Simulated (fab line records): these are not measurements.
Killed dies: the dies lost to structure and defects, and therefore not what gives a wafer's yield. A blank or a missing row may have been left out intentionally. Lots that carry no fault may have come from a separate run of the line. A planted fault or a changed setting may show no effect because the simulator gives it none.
Which tool was responsible? -- flow nand_harc -- 6 lots, 18 wafers sampled, at 1 step of a route of 1159

== WHAT THE GAUGES SHOWED, per wafer ==
NHARC_A_ZERO_WELL_CD_MEAS_10: the cd target is 2000 nm.
lot,measured,on,cd_nm (nm)
L141,day 7 02:52,cd_sem-02,1999.2 1999.4 2000.2
L148,day 9 05:53,cd_sem-01,1998.3 2002.2 2003.3
L150,day 10 04:53,cd_sem-03,2003.7 1999.1 1999.6
L154,day 10 20:48,cd_sem-01,1995.4 1996.0 1998.4
L159,day 11 11:04,cd_sem-02,2000.2 1994.6 2000.6
L160,day 11 23:17,cd_sem-03,2002.1 1999.4 1999.8

== TOOL THAT RAN EACH LOT (tool first, then ch and the chambers of the sampled wafers, then the start) ==
Record: no process step prior to these readings.

== THE ANSWER, worked out from the rows above alone ==
Rule: the lots themselves supply what counts as usual. The widest of any qualifying gaps counts: lots, ordered by their means at a reading, are off when they make up no more than a third of the lots, leave a main group of 4 or more, and stand apart from it by 3 or more times the standard deviation of that group's means. The tables above print the reading to a certain number of digits; a main group whose means all agree to those digits is not used. A lot without any number at a reading at which 4 lots or more have one is off too. Where the step has rows for the other lots, those lots are counted as sound.
No lot is off at any reading shown: from this, nothing can be told.

== WHAT HAD BEEN PUT IN BY THE SIMULATOR ==
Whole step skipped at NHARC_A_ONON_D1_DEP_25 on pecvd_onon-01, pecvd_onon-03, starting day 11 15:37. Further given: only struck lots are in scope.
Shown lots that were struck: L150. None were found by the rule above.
